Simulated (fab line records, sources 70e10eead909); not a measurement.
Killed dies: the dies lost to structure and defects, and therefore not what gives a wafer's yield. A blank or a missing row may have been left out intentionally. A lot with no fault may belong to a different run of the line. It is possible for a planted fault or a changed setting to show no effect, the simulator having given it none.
fab line records	flow nandHarc
[record] lots = 24	wafers = 72	lastDay = 25
route steps=1159 shown A_CONTACT@959 A_BLC@982 A_M0@1007 A_M1@1046
lots untouched by any fault: they come from a run of this same line in which no faults occurred
startH: hours from the record's first day to the start of the lot's first wafer shown	waitH: time in hours since the lot's previous step	" identical to the entry in the row above	L1.1+2: a single row standing in for several wafers	- value missing, or start not given	* or withheld: withheld	< > ~ a bound
route shown NAME@n: a module of which the file shows steps, and the number in the route of the first	usual: the fault-free wafers' mean and standard deviation	same: alike in all rows	chamber/n: place in a boat	sites: per-site readings	_std_site: the values' standard deviation	_edge_site: outer sites' mean less inner sites'	radiusMm: for every site, how far away it sits from the centre of the wafer	mask NAME#n: copy n	behind: the tool/chamber that last shaped the wafer	hold: cause of the lot's hold/its duration in hours/its outcome	device: names the non-switching transistor (n, p or np)	end of line: at the end of the route, the tests of the same wafers	step lacking rows: just its recipe	killed: at the first sort, the dies lost to defects and structure; wafer yield is something else	map: shows each die of a wafer: x if killed, . if not, _ if none is there
set.NAME: setting as actually run; set.NAME@STEP: the setting as run at that earlier step	model.NAME: the simulator's own value behind a step, which no gauge read
route steps across a sampled set of lots; one table per step, one row per wafer
services: when a tool's chamber went out of use (startH, in hours from the record's first day, below 0 if earlier), for how many hours, and the reason
[[steps]]
[step NHARC_A_CONTACT_CVD_19]
[recipe] targetThkA = 3000	tempC = 300	pressureTorr = 40	wf6FlowSccm = 40	h2FlowSccm = 1600	arFlowSccm = 1560	timeS = 802	material = W
[usual] heaterPowerW = 505/43	throttleValvePct = 8.32/0.28
lot.wafer	tool	chamber	startH	waitH	heaterPowerW	sinceWetCleanH	throttleValvePct
L075.2	cvdW-02	0	-	-	484	161	8.75
L075.4	"	0	"	"	473	-	8.90
L075.5	"	1	"	"	530	-	8.23
L074.2	cvdW-01	0	-	-	449	85	7.95
L074.4	"	1	"	"	554	-	8.24
L074.5	"	1	"	"	582	-	7.99
L077.1	cvdW-01	1	-	-	564	95	8.06
L077.4	"	1	"	"	563	-	8.28
L077.6	"	0	"	"	446	-	8.66
L076.2	cvdW-02	1	-	-	531	0	8.12
L076.1	"	0	"	"	482	0	8.64
L076.5	"	0	"	"	463	-	8.44
L078.1	cvdW-02	0	-	-	473	5	8.47
L078.3	"	0	"	"	478	-	8.81
L078.5	"	0	"	"	496	-	8.52
L080.4	cvdW-02	1	-	-	552	-	7.92
L080.3	"	0	"	"	482	-	8.40
L080.5	"	1	"	"	534	-	8.01
L079.4	cvdW-02	0	-	-	472	-	8.55
L079.5	"	1	"	"	533	-	8.15
L079.6	"	0	"	"	474	-	8.72
L083.2	cvdW-01	0	-	-	467	123	8.43
L083.1	"	1	"	"	573	123	8.01
L083.3	"	1	"	"	562	-	8.34
L082.2	cvdW-02	0	-	-	467	27	8.67
L082.3	"	1	"	"	532	-	8.07
L082.5	"	1	"	"	536	-	8.40
L081.2	cvdW-02	0	-	-	479	36	8.52
L081.3	"	0	"	"	473	-	8.58
L081.5	"	0	"	"	491	-	8.75
L085.1	cvdW-02	1	-	-	533	39	8.25
L085.2	"	0	"	"	474	39	8.55
L085.6	"	0	"	"	489	-	8.61
L084.2	cvdW-01	1	-	-	567	139	8.09
L084.1	"	0	"	"	460	139	8.13
L084.3	"	1	"	"	570	-	8.07
L088.1	cvdW-01	0	-	-	456	147	8.34
L088.2	"	1	"	"	554	147	8.10
L088.4	"	1	"	"	552	-	8.02
L087.3	cvdW-02	1	-	-	542	-	8.05
L087.4	"	0	"	"	480	-	8.46
L087.5	"	0	"	"	466	-	8.81
L090.2	cvdW-01	1	-	-	565	164	7.82
L090.3	"	1	"	"	552	-	7.96
L090.4	"	0	"	"	468	-	8.07
L086.1	cvdW-02	0	-	-	464	68	8.72
L086.3	"	0	"	"	472	-	8.59
L086.6	"	0	"	"	473	-	8.70
L089.1	cvdW-01	1	-	-	565	167	8.28
L089.2	"	0	"	"	467	167	8.44
L089.5	"	0	"	"	463	-	8.35
L091.2	cvdW-02	1	-	-	523	91	8.35
L091.1	"	0	"	"	469	91	8.74
L091.6	"	1	"	"	529	-	8.41
L092.1	cvdW-02	1	-	-	538	92	8.27
L092.3	"	1	"	"	528	-	8.37
L092.5	"	0	"	"	471	-	8.69
L093.3	cvdW-01	0	-	-	433	-	8.19
L093.6	"	1	"	"	566	-	7.98
L093.5	"	0	"	"	428	-	8.17
L096.1	cvdW-02	0	-	-	476	115	8.93
L096.4	"	0	"	"	470	-	8.67
L096.3	"	1	"	"	538	-	8.10
L094.2	cvdW-01	1	-	-	554	37	7.64
L094.4	"	0	"	"	433	-	8.24
L094.3	"	1	"	"	555	-	7.66
L095.2	cvdW-02	1	-	-	545	120	8.16
L095.4	"	0	"	"	480	-	8.44
L095.5	"	1	"	"	531	-	8.42
L097.4	cvdW-01	1	-	-	556	-	8.08
L097.3	"	0	"	"	428	-	8.44
L097.6	"	1	"	"	552	-	7.96
[step NHARC_A_BLC_STRIP_29]
[recipe] cf4FlowSccm = 150	arFlowSccm = 0	biasW = 0	chemistry = CF4
[usual] drypumpMotorCurrentA = 5.7/0.59	oesProductAu = 1.001/0.013	rfVppV = 59.4/0.87	showerheadPlenumPTorr = 1.76/0.073	throttleValvePct = 13.284/0.0088
lot.wafer	tool	chamber	startH	waitH	drypumpMotorCurrentA	oesProductAu	rfHoursCounterH	rfVppV	showerheadPlenumPTorr	throttleValvePct
L075.2	rieDiel-08	2	387.70	0.1	5.7	1.006	7	59.2	1.68	13.286
L075.4	"	2	"	"	5.7	1.014	-	57.7	1.68	13.266
L075.5	"	1	"	"	6.0	1.025	-	60.3	1.86	13.275
L074.4	rieDiel-11	0	397.17	0.2	6.0	0.986	7	60.0	1.78	13.283
L074.2	"	1	"	"	5.2	1.009	8	57.4	1.66	13.300
L074.5	"	3	"	"	5.9	0.986	-	59.2	1.74	13.291
L077.1	rieDiel-03	1	406.95	0.1	5.3	1.008	1	58.7	1.89	13.276
L077.4	"	2	"	"	6.8	1.014	1	59.2	1.72	13.278
L077.6	"	0	"	"	4.8	0.996	-	59.9	1.80	13.277
L076.2	rieDiel-08	1	409.92	0.1	6.0	1.003	8	57.9	1.86	13.276
L076.1	"	3	"	"	5.0	0.998	8	59.0	1.77	13.281
L076.5	"	1	"	"	6.0	1.018	-	60.2	1.86	13.284
L078.1	rieDiel-03	2	414.46	0.1	6.8	1.006	1	59.4	1.72	13.294
L078.3	"	1	"	"	5.3	1.009	1	60.0	1.89	13.285
L078.5	"	3	"	"	5.2	0.988	-	59.5	1.78	13.292
L080.4	rieDiel-03	2	422.30	0.1	6.8	1.008	2	60.2	1.72	13.291
L080.3	"	3	"	"	5.3	0.986	3	59.4	1.78	13.297
L080.5	"	1	"	"	5.3	1.003	-	58.6	1.89	13.279
L079.4	rieDiel-08	3	423.50	0.1	5.0	0.989	9	58.9	1.77	13.294
L079.6	"	0	"	"	5.6	0.994	-	59.5	1.65	13.281
L079.5	"	1	"	"	6.0	1.020	-	60.6	1.86	13.286
L083.2	rieDiel-03	1	435.02	0.1	5.3	1.004	4	60.7	1.89	13.297
L083.1	"	2	"	"	6.8	1.012	4	59.9	1.72	13.272
L083.3	"	3	"	"	5.2	1.005	4	59.0	1.78	13.281
L082.3	rieDiel-03	3	436.97	0.1	5.2	1.004	4	58.4	1.78	13.285
L082.2	"	1	"	"	5.3	1.011	4	60.9	1.89	13.269
L082.5	"	3	"	"	5.2	1.005	-	60.2	1.78	13.269
L081.3	rieDiel-11	3	445.58	0.1	5.9	0.998	28	57.8	1.73	13.276
L081.2	"	1	"	"	5.2	1.012	26	58.1	1.65	13.275
L081.5	"	3	"	"	5.9	0.985	-	59.7	1.73	13.275
L085.2	rieDiel-03	1	449.06	0.1	5.3	1.019	7	61.1	1.89	13.280
L085.1	"	2	"	"	6.9	1.015	6	58.6	1.72	13.267
L085.6	"	3	"	"	5.3	1.001	-	58.8	1.78	13.272
L084.1	rieDiel-11	2	450.98	0.1	6.5	0.988	29	59.7	1.77	13.285
L084.3	"	0	"	"	6.1	1.000	29	59.5	1.77	13.277
L084.2	"	1	"	"	5.1	1.009	27	59.0	1.65	13.285
L088.4	rieDiel-03	1	458.88	0.1	5.3	1.005	8	60.7	1.89	13.303
L088.2	"	2	"	"	6.8	1.005	8	61.0	1.72	13.293
L088.1	"	0	"	"	4.8	0.996	8	59.3	1.79	13.291
L087.4	rieDiel-11	0	462.99	0.1	6.1	0.984	35	60.6	1.77	13.299
L087.3	"	2	"	"	6.5	1.004	36	59.4	1.77	13.272
L087.5	"	0	"	"	6.1	0.993	-	59.1	1.77	13.273
L090.4	rieDiel-11	2	475.86	0.1	6.5	1.006	41	58.3	1.77	13.291
L090.3	"	0	"	"	6.0	1.001	39	59.6	1.77	13.275
L090.2	"	1	"	"	5.2	1.005	38	59.5	1.65	13.274
L086.3	rieDiel-03	3	477.54	0.1	5.3	1.021	11	59.2	1.78	13.292
L086.1	"	1	"	"	5.3	0.982	11	59.7	1.88	13.300
L086.6	"	2	"	"	6.8	1.013	-	59.9	1.72	13.288
L089.2	rieDiel-11	1	478.89	0.1	5.2	1.006	39	58.6	1.65	13.276
L089.1	"	0	"	"	6.1	0.988	41	59.8	1.77	13.285
L089.5	"	2	"	"	6.5	1.002	-	58.9	1.77	13.281
L091.1	rieDiel-08	1	500.89	0.2	6.0	1.021	0	59.3	1.86	13.286
L091.2	"	2	"	"	5.7	1.003	1	60.0	1.68	13.293
L091.6	"	2	"	"	5.7	1.010	-	60.0	1.68	13.281
L092.1	rieDiel-08	1	501.76	0.1	6.0	1.015	1	60.3	1.86	13.284
L092.3	"	2	"	"	5.7	1.000	1	59.0	1.68	13.290
L092.5	"	1	"	"	6.0	1.019	-	59.5	1.86	13.279
L093.3	rieDiel-11	3	501.96	0.1	5.9	0.977	55	59.0	1.72	13.289
L093.6	"	2	"	"	6.5	1.008	-	58.5	1.77	13.287
L093.5	"	3	"	"	5.9	0.989	-	59.4	1.72	13.278
L096.3	rieDiel-08	1	524.85	0.1	6.1	1.012	2	59.3	1.86	13.288
L096.1	"	2	"	"	5.7	0.984	2	58.3	1.68	13.281
L096.4	"	3	"	"	5.0	0.994	2	61.2	1.77	13.293
L094.3	rieDiel-08	1	529.13	0.1	6.0	1.027	2	60.9	1.86	13.300
L094.4	"	2	"	"	5.7	0.998	2	57.6	1.68	13.295
L094.2	"	3	"	"	5.0	1.004	2	58.7	1.77	13.294
L095.4	rieDiel-03	1	529.88	0.1	5.3	0.984	16	60.3	1.88	13.287
L095.2	"	2	"	"	6.8	1.013	16	59.6	1.72	13.290
L095.5	"	3	"	"	5.2	1.014	-	60.6	1.77	13.290
L097.3	rieDiel-08	0	536.94	0.1	5.6	0.965	3	57.9	1.64	13.283
L097.4	"	1	"	"	6.0	1.025	3	60.1	1.86	13.279
L097.6	"	0	"	"	5.6	0.970	-	59.8	1.65	13.293
[step NHARC_A_M0_DESCUM_14]
[recipe] timeS = 3	o2FlowSccm = 200	arFlowSccm = 0	biasPowerW = 0	chemistry = O2
[usual] drypumpMotorCurrentA = 5.9/0.38	o2FlowSccm = 200.1/0.59	oesProductAu = 1.009/0.013	rfVppV = 57.8/0.82	showerheadPlenumPTorr = 1.95/0.083	throttleValvePct = 11.311/0.0093
lot.wafer	tool	chamber	startH	waitH	drypumpMotorCurrentA	o2FlowSccm	oesProductAu	rfHoursCounterH	rfVppV	showerheadPlenumPTorr	throttleValvePct
L075.2	rieDiel-09	0	395.38	0.1	5.9	198.9	0.986	7.5	58.4	1.99	11.308
L075.4	"	2	"	"	6.3	199.7	0.990	9.2	58.6	2.03	11.314
L075.5	"	3	"	"	5.9	200.5	1.028	-	58.7	2.05	11.310
L074.4	rieDiel-05	2	404.29	0.1	5.7	200.3	1.011	4.1	57.8	1.79	11.308
L074.2	"	0	"	"	5.7	200.4	1.009	4.5	57.7	1.89	11.306
L074.5	"	2	"	"	5.7	201.2	1.019	-	56.6	1.79	11.296
L077.1	rieDiel-05	1	412.92	0.1	5.2	200.6	1.014	5.1	58.9	1.91	11.306
L077.4	"	0	"	"	5.7	200.1	1.003	5.7	57.4	1.89	11.320
L077.6	"	1	"	"	5.2	199.3	1.015	-	56.5	1.91	11.309
L076.2	rieDiel-05	0	418.54	0.1	5.7	199.3	1.007	6.5	58.7	1.89	11.319
L076.1	"	2	"	"	5.7	200.2	1.024	5.8	57.0	1.79	11.308
L076.5	"	0	"	"	5.7	199.3	1.000	-	58.6	1.89	11.290
L078.3	rieDiel-05	2	422.04	0.1	5.7	199.5	1.025	5.9	57.6	1.79	11.305
L078.1	"	3	"	"	6.2	199.5	1.022	6.4	58.1	1.99	11.324
L078.5	"	0	"	"	5.7	200.2	1.019	-	57.2	1.89	11.295
L080.4	rieDiel-05	3	426.61	0.1	6.2	199.9	1.018	6.5	59.0	1.99	11.315
L080.3	"	2	"	"	5.7	200.5	1.010	6.0	56.6	1.79	11.312
L080.5	"	0	"	"	5.7	199.9	1.004	-	56.6	1.89	11.294
L079.4	rieDiel-09	1	426.91	0.1	6.7	199.6	0.996	11.2	58.4	1.99	11.307
L079.5	"	2	"	"	6.3	200.0	0.985	-	57.2	2.03	11.314
L079.6	"	3	"	"	6.0	200.3	1.027	-	58.9	2.05	11.320
L083.2	rieDiel-01	2	438.01	0.1	6.0	200.7	0.977	7.5	56.9	1.79	11.298
L083.1	"	3	"	"	5.7	200.7	0.984	7.2	58.8	1.91	11.318
L083.3	"	0	"	"	5.7	200.0	1.007	7.6	58.8	1.88	11.322
L082.3	rieDiel-05	0	444.12	0.1	5.8	199.9	0.997	7.9	57.5	1.89	11.323
L082.2	"	1	"	"	5.2	199.2	1.019	7.5	58.1	1.91	11.313
L082.5	"	0	"	"	5.7	200.8	1.014	-	58.8	1.89	11.308
L081.3	rieDiel-05	2	450.42	0.1	5.7	200.0	1.019	8.6	56.2	1.79	11.308
L081.2	"	1	"	"	5.2	200.7	1.013	8.1	56.7	1.91	11.328
L081.5	"	2	"	"	5.7	199.2	1.032	-	57.2	1.79	11.312
L085.2	rieDiel-09	1	452.10	0.1	6.7	200.8	0.993	1.6	58.1	1.99	11.310
L085.1	"	2	"	"	6.3	200.0	0.987	1.4	57.9	2.03	11.289
L085.6	"	3	"	"	5.9	199.2	0.998	-	57.2	2.05	11.323
L084.2	rieDiel-05	3	454.17	0.1	6.2	200.9	1.006	9.2	58.0	1.99	11.298
L084.1	"	0	"	"	5.7	199.2	0.999	8.8	56.8	1.89	11.298
L084.3	"	2	"	"	5.7	200.5	1.029	8.7	58.1	1.79	11.319
L088.4	rieDiel-05	3	461.76	0.1	6.2	199.6	1.004	9.7	58.5	1.99	11.314
L088.1	"	1	"	"	5.2	201.1	1.025	8.9	57.2	1.91	11.313
L088.2	"	2	"	"	5.7	199.6	1.028	9.2	56.2	1.79	11.319
L087.3	rieDiel-05	0	466.03	0.1	5.7	200.2	1.017	10.8	58.2	1.89	11.310
L087.4	"	2	"	"	5.7	199.9	1.039	10.2	58.3	1.79	11.316
L087.5	"	0	"	"	5.7	200.9	1.023	-	56.7	1.89	11.295
L090.2	rieDiel-01	1	478.87	0.1	5.3	199.6	1.005	12.1	57.2	1.94	11.312
L090.3	"	2	"	"	6.0	200.8	0.991	11.2	56.3	1.79	11.307
L090.4	"	3	"	"	5.7	200.3	0.995	10.0	58.1	1.91	11.311
L086.3	rieDiel-01	2	480.41	0.1	6.0	200.6	0.994	11.3	57.6	1.79	11.315
L086.1	"	3	"	"	5.7	199.2	1.005	10.0	58.2	1.91	11.300
L086.6	"	2	"	"	6.0	201.7	0.991	-	58.5	1.79	11.308
L089.1	rieDiel-09	2	482.20	0.1	6.3	199.6	1.001	3.5	59.9	2.03	11.314
L089.2	"	1	"	"	6.7	199.9	0.999	3.7	57.4	1.99	11.309
L089.5	"	3	"	"	5.9	199.8	1.020	-	57.4	2.05	11.323
L091.2	rieDiel-09	2	504.55	0.1	6.3	200.0	1.025	5.0	57.4	2.03	11.313
L091.1	"	3	"	"	6.0	199.7	1.018	5.7	57.7	2.05	11.319
L091.6	"	3	"	"	5.9	199.9	1.019	-	58.7	2.05	11.318
L092.1	rieDiel-09	0	505.58	0.1	5.9	201.2	0.993	5.8	57.8	1.99	11.291
L092.3	"	1	"	"	6.7	199.5	1.005	5.1	58.4	1.99	11.302
L092.5	"	2	"	"	6.3	198.9	1.002	-	58.5	2.03	11.314
L093.3	rieDiel-09	3	506.06	0.1	5.9	199.4	1.017	5.8	58.2	2.05	11.329
L093.6	"	2	"	"	6.3	199.9	1.015	-	58.0	2.03	11.319
L093.5	"	3	"	"	5.9	200.2	1.012	-	57.4	2.05	11.294
L096.1	rieDiel-01	2	530.26	0.1	6.0	199.7	1.007	1.1	56.8	1.79	11.301
L096.3	"	3	"	"	5.7	199.6	1.015	1.1	57.2	1.91	11.311
L096.4	"	0	"	"	5.7	199.1	1.009	0.9	57.1	1.88	11.335
L094.3	rieDiel-09	2	534.90	0.1	6.3	200.5	1.003	7.6	57.5	2.03	11.316
L094.4	"	0	"	"	5.9	199.2	0.994	7.5	58.6	1.99	11.304
L094.2	"	1	"	"	6.7	200.5	0.998	7.0	57.7	1.99	11.306
L095.2	rieDiel-09	3	535.48	0.1	6.0	200.9	1.019	8.2	57.6	2.05	11.326
L095.4	"	2	"	"	6.3	199.2	1.012	7.7	57.7	2.03	11.327
L095.5	"	0	"	"	5.9	200.6	0.999	-	57.2	1.99	11.300
L097.4	rieDiel-09	3	542.07	0.1	5.9	200.3	1.011	8.7	59.0	2.05	11.304
L097.3	"	0	"	"	5.9	199.9	0.982	8.0	56.5	1.99	11.318
L097.6	"	2	"	"	6.3	200.2	1.004	-	59.3	2.03	11.307
[step NHARC_A_M1_DEGAS_29]
[recipe] tempC = 250	timeS = 60
[usual] heaterPowerW = 322/20
lot.wafer	tool	chamber	startH	waitH	heaterPowerW
L075.2	pvdSputter-01	-	400.57	-	304
L075.4	"	-	"	"	302
L075.5	"	-	"	"	355
L074.2	pvdSputter-02	-	409.72	-	318
L074.4	"	-	"	"	339
L074.5	"	-	"	"	314
L077.1	pvdSputter-02	-	418.21	-	338
L077.4	"	-	"	"	320
L077.6	"	-	"	"	321
L076.1	pvdSputter-01	-	424.03	-	304
L076.2	"	-	"	"	340
L076.5	"	-	"	"	314
L078.3	pvdSputter-01	-	427.21	-	307
L078.1	"	-	"	"	341
L078.5	"	-	"	"	301
L080.3	pvdSputter-03	-	431.85	-	315
L080.4	"	-	"	"	349
L080.5	"	-	"	"	311
L079.4	pvdSputter-01	-	432.20	-	345
L079.5	"	-	"	"	306
L079.6	"	-	"	"	338
L083.1	pvdSputter-02	-	443.25	-	334
L083.2	"	-	"	"	317
L083.3	"	-	"	"	322
L082.2	pvdSputter-03	-	449.18	-	316
L082.3	"	-	"	"	309
L082.5	"	-	"	"	317
L081.2	pvdSputter-03	-	455.72	-	344
L081.3	"	-	"	"	307
L081.5	"	-	"	"	351
L085.2	pvdSputter-03	-	457.19	-	306
L085.1	"	-	"	"	349
L085.6	"	-	"	"	316
L084.2	pvdSputter-02	-	459.93	-	317
L084.1	"	-	"	"	310
L084.3	"	-	"	"	337
L088.1	pvdSputter-01	-	466.90	-	306
L088.2	"	-	"	"	304
L088.4	"	-	"	"	351
L087.3	pvdSputter-02	-	471.18	-	317
L087.4	"	-	"	"	349
L087.5	"	-	"	"	311
L090.4	pvdSputter-03	-	483.99	-	356
L090.2	"	-	"	"	291
L090.3	"	-	"	"	330
L086.1	pvdSputter-01	-	485.53	-	344
L086.3	"	-	"	"	360
L086.6	"	-	"	"	342
L089.1	pvdSputter-02	-	487.44	-	350
L089.2	"	-	"	"	312
L089.5	"	-	"	"	337
L091.1	pvdSputter-03	-	509.63	-	354
L091.2	"	-	"	"	282
L091.6	"	-	"	"	353
L092.3	pvdSputter-02	-	510.72	-	317
L092.1	"	-	"	"	309
L092.5	"	-	"	"	321
L093.3	pvdSputter-01	-	511.44	-	306
L093.6	"	-	"	"	302
L093.5	"	-	"	"	306
L096.4	pvdSputter-02	-	535.41	-	317
L096.3	"	-	"	"	311
L096.1	"	-	"	"	337
L094.2	pvdSputter-01	-	540.15	-	304
L094.3	"	-	"	"	314
L094.4	"	-	"	"	356
L095.4	pvdSputter-02	-	540.61	-	304
L095.2	"	-	"	"	340
L095.5	"	-	"	"	317
L097.3	pvdSputter-01	-	547.41	-	344
L097.4	"	-	"	"	335
L097.6	"	-	"	"	351
[step NHARC_A_M1_PVD_20]
[recipe] targetThkA = 50	biasV = 168.6	powerW = 15000	chamberPressurePa = 0.12	timeS = 8.06	substrateTempC = 50	material = TaN
[usual] throttleValvePct = 29.4/1.3
lot.wafer	tool	chamber	startH	waitH	throttleValvePct
L075.2	pvdSputter-01	-	-	-	29.8
L075.4	"	-	"	"	30.3
L075.5	"	-	"	"	29.8
L074.2	pvdSputter-02	-	-	-	29.0
L074.4	"	-	"	"	30.3
L074.5	"	-	"	"	28.7
L077.4	pvdSputter-02	-	-	-	29.2
L077.1	"	-	"	"	28.4
L077.6	"	-	"	"	28.7
L076.1	pvdSputter-01	-	-	-	28.9
L076.2	"	-	"	"	28.4
L076.5	"	-	"	"	28.6
L078.3	pvdSputter-01	-	-	-	28.5
L078.1	"	-	"	"	29.2
L078.5	"	-	"	"	28.5
L080.3	pvdSputter-03	-	-	-	30.6
L080.4	"	-	"	"	25.9
L080.5	"	-	"	"	30.6
L079.4	pvdSputter-01	-	-	-	29.2
L079.6	"	-	"	"	28.2
L079.5	"	-	"	"	30.1
L083.3	pvdSputter-02	-	-	-	28.8
L083.1	"	-	"	"	28.8
L083.2	"	-	"	"	28.4
L082.3	pvdSputter-03	-	-	-	30.4
L082.2	"	-	"	"	30.0
L082.5	"	-	"	"	30.8
L081.3	pvdSputter-03	-	-	-	32.2
L081.2	"	-	"	"	30.5
L081.5	"	-	"	"	30.3
L085.2	pvdSputter-03	-	-	-	30.6
L085.1	"	-	"	"	30.0
L085.6	"	-	"	"	30.2
L084.3	pvdSputter-02	-	-	-	30.2
L084.1	"	-	"	"	28.5
L084.2	"	-	"	"	28.7
L088.2	pvdSputter-01	-	-	-	28.8
L088.4	"	-	"	"	30.1
L088.1	"	-	"	"	29.1
L087.3	pvdSputter-02	-	-	-	28.4
L087.4	"	-	"	"	30.4
L087.5	"	-	"	"	28.6
L090.2	pvdSputter-03	-	-	-	30.5
L090.4	"	-	"	"	32.4
L090.3	"	-	"	"	29.8
L086.3	pvdSputter-01	-	-	-	29.9
L086.1	"	-	"	"	30.0
L086.6	"	-	"	"	30.0
L089.1	pvdSputter-02	-	-	-	28.7
L089.2	"	-	"	"	30.2
L089.5	"	-	"	"	28.8
L091.2	pvdSputter-03	-	-	-	32.4
L091.1	"	-	"	"	30.3
L091.6	"	-	"	"	32.2
L092.3	pvdSputter-02	-	-	-	28.8
L092.1	"	-	"	"	28.2
L092.5	"	-	"	"	30.4
L093.3	pvdSputter-01	-	-	-	28.8
L093.6	"	-	"	"	30.1
L093.5	"	-	"	"	30.0
L096.3	pvdSputter-02	-	-	-	28.7
L096.4	"	-	"	"	28.6
L096.1	"	-	"	"	30.1
L094.4	pvdSputter-01	-	-	-	29.6
L094.3	"	-	"	"	28.3
L094.2	"	-	"	"	30.1
L095.2	pvdSputter-02	-	-	-	28.8
L095.4	"	-	"	"	28.7
L095.5	"	-	"	"	28.4
L097.3	pvdSputter-01	-	-	-	28.2
L097.4	"	-	"	"	30.5
L097.6	"	-	"	"	29.6
[step NHARC_A_M1_INSPECT_27]
[usual] rawDefectCount = 494/160
lot.wafer	tool	chamber	startH	waitH	rawDefectCount
L075.2	defectInspect-01	-	402.12	0.0	512
L075.4	"	-	"	"	580
L075.5	"	-	"	"	403
L074.2	defectInspect-01	-	411.33	0.0	529
L074.4	"	-	"	"	413
L074.5	"	-	"	"	455
L077.1	defectInspect-01	-	419.76	0.0	379
L077.4	"	-	"	"	518
L077.6	"	-	"	"	365
L076.1	defectInspect-01	-	425.57	0.0	349
L076.2	"	-	"	"	440
L076.5	"	-	"	"	289
L078.1	defectInspect-01	-	428.77	0.0	541
L078.3	"	-	"	"	427
L078.5	"	-	"	"	436
L080.3	defectInspect-01	-	433.39	0.0	471
L080.4	"	-	"	"	539
L080.5	"	-	"	"	423
L079.4	defectInspect-01	-	434.04	0.0	336
L079.5	"	-	"	"	405
L079.6	"	-	"	"	298
L083.1	defectInspect-01	-	444.84	0.0	488
L083.2	"	-	"	"	697
L083.3	"	-	"	"	397
L082.2	defectInspect-01	-	450.90	0.0	333
L082.3	"	-	"	"	391
L082.5	"	-	"	"	572
L081.2	defectInspect-01	-	457.27	0.0	1241
L081.3	"	-	"	"	598
L081.5	"	-	"	"	565
L085.1	defectInspect-01	-	458.74	0.0	679
L085.2	"	-	"	"	391
L085.6	"	-	"	"	470
L084.1	defectInspect-02	-	461.50	0.0	649
L084.2	"	-	"	"	548
L084.3	"	-	"	"	384
L088.1	defectInspect-01	-	468.45	0.0	311
L088.2	"	-	"	"	393
L088.4	"	-	"	"	333
L087.3	defectInspect-01	-	472.74	0.0	368
L087.4	"	-	"	"	314
L087.5	"	-	"	"	282
L090.2	defectInspect-01	-	485.55	0.0	479
L090.3	"	-	"	"	544
L090.4	"	-	"	"	510
L086.1	defectInspect-02	-	487.10	0.0	479
L086.3	"	-	"	"	417
L086.6	"	-	"	"	462
L089.1	defectInspect-02	-	489.04	0.0	339
L089.2	"	-	"	"	447
L089.5	"	-	"	"	529
L091.1	defectInspect-02	-	511.19	0.0	1019
L091.2	"	-	"	"	715
L091.6	"	-	"	"	902
L092.1	defectInspect-02	-	512.53	0.1	410
L092.3	"	-	"	"	533
L092.5	"	-	"	"	358
L093.3	defectInspect-02	-	513.00	0.0	810
L093.5	"	-	"	"	476
L093.6	"	-	"	"	958
L096.1	defectInspect-02	-	536.97	0.0	582
L096.3	"	-	"	"	624
L096.4	"	-	"	"	509
L094.2	defectInspect-01	-	541.87	0.0	410
L094.3	"	-	"	"	505
L094.4	"	-	"	"	473
L095.2	defectInspect-02	-	542.47	0.0	331
L095.4	"	-	"	"	333
L095.5	"	-	"	"	282
L097.3	defectInspect-01	-	548.96	0.0	705
L097.4	"	-	"	"	429
L097.6	"	-	"	"	522
[[services]]
tool	chamber	startH	hours	kind
rieDiel-11	-	366.65	9.0	pm
rieDiel-09	-	370.91	1.0	repair
rieDiel-08	3	373.46	14.7	repair
pvdSputter-02	-	392.00	10.0	pm
rieDiel-03	-	392.31	9.0	pm
cvdW-02	-	393.90	13.0	pm
cvdW-02	0	393.90	13.0	ventCycle
rieDiel-05	3	405.83	1.6	repair
pvdSputter-03	-	421.89	1.1	repair
rieDiel-08	-	424.65	61.7	repair
rieDiel-09	-	431.12	9.0	pm
rieDiel-01	3	462.92	6.4	repair
pvdSputter-03	-	466.54	10.0	pm
cvdW-01	-	476.85	13.0	pm
pvdSputter-01	-	477.52	1.4	repair
rieDiel-08	-	486.38	9.0	pm
rieDiel-01	-	492.11	9.0	pm
rieDiel-03	-	512.05	0.4	repair
pvdSputter-01	-	514.00	10.0	pm
rieDiel-05	-	517.60	9.0	pm
rieDiel-01	2	518.53	1.9	repair
rieDiel-01	1	537.50	3.3	repair
rieDiel-11	-	543.65	9.0	pm
cvdW-01	1	544.80	1.4	repair
[[key]]
fault none
